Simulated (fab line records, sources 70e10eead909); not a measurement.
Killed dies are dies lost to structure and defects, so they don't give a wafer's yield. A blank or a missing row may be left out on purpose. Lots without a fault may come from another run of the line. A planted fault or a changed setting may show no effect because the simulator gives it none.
Chamber matching | flow nand_harc | NHARC_A_CHANNEL_FILL_D1_ETCHBACK_20 on rie_diel-09: 4 sister chambers
The step etches the open film in C4F8/O2/Ar, target depth 27 nm, time 13.5 s. 15 wafers are shown with their chamber, then 7 later ones without.

WAFERS WITH THEIR CHAMBER
wafer  | chamber | rf_vpp_V (V) | oes_product_au (a.u.) | chamber_pressure_mTorr (mTorr)
L715.1 | 3       | 975          | 0.92                  | 25.004
L715.5 | 2       | 975          | 0.94                  | 24.987
L715.6 | 3       | 975          | 0.93                  | 24.971
L718.1 | 3       | 976          | 0.93                  | 24.997
L718.3 | 2       | 972          | 0.92                  | 25.012
L718.6 | 2       | 974          | 0.94                  | 24.987
L720.1 | 2       | 973          | 0.92                  | 24.981
L720.2 | 0       | 972          | 0.92                  | 25.035
L720.3 | 3       | 976          | 0.91                  | 25.048
L722.2 | 3       | 977          | 1.02                  | 24.991
L722.4 | 1       | 970          | 1.00                  | 25.019
L722.5 | 0       | 974          | 0.99                  | 24.974
L725.1 | 0       | 973          | 0.99                  | 25.022
L725.2 | 2       | 972          | 1.01                  | 24.973
L725.3 | 1       | 970          | 1.01                  | 24.996

SIGNATURES (means of the wafers above)
reading                | chamber 0 | chamber 1 | chamber 2 | chamber 3 | scatter within a chamber
rf_vpp_V               | 973.00    | 970.00    | 973.20    | 975.80    | 1.03
oes_product_au         | 0.9667    | 1.0050    | 0.9460    | 0.9420    | 0.039
chamber_pressure_mTorr | 25.01033  | 25.00750  | 24.98800  | 25.00220  | 0.0241
Rule: a wafer's distance from a chamber is the root of the sum, over the readings, of the square of ((its reading less the chamber's mean) divided by the reading's scatter). The wafer belongs to the nearest chamber; if the next one is less than 2 further off, it can't be placed. The scatter: the root of (the sum of the squares of (reading less its chamber's mean) over the shown wafers, divided by (wafers less chambers)).

WAFERS WITHOUT THEIR CHAMBER
wafer  | rf_vpp_V (V) | oes_product_au (a.u.) | chamber_pressure_mTorr (mTorr)
L728.1 | 973          | 1.01                  | 25.006
L731.1 | 968          | 0.93                  | 25.000
L731.2 | 973          | 0.93                  | 25.006
L731.3 | 973          | 0.94                  | 25.011
L732.1 | 973          | 0.92                  | 25.048
L732.2 | 968          | 0.93                  | 24.972
L732.4 | 975          | 0.93                  | 24.979

WHICH CHAMBER EACH WENT THROUGH
wafer  | from the rows above          | in truth
L728.1 | can't be placed: 0 or 2 or 1 | 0
L731.1 | 1                            | 1
L731.2 | can't be placed: 2 or 0 or 3 | 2
L731.3 | can't be placed: 0 or 2      | 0
L732.1 | can't be placed: 0 or 2 or 3 | 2
L732.2 | 1                            | 1
L732.4 | can't be placed: 3 or 2 or 0 | 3
Placed correctly: 2 of 7. Can't be placed from these rows: 5 (the true chamber is among the candidates in 5). Placed wrongly: 0.
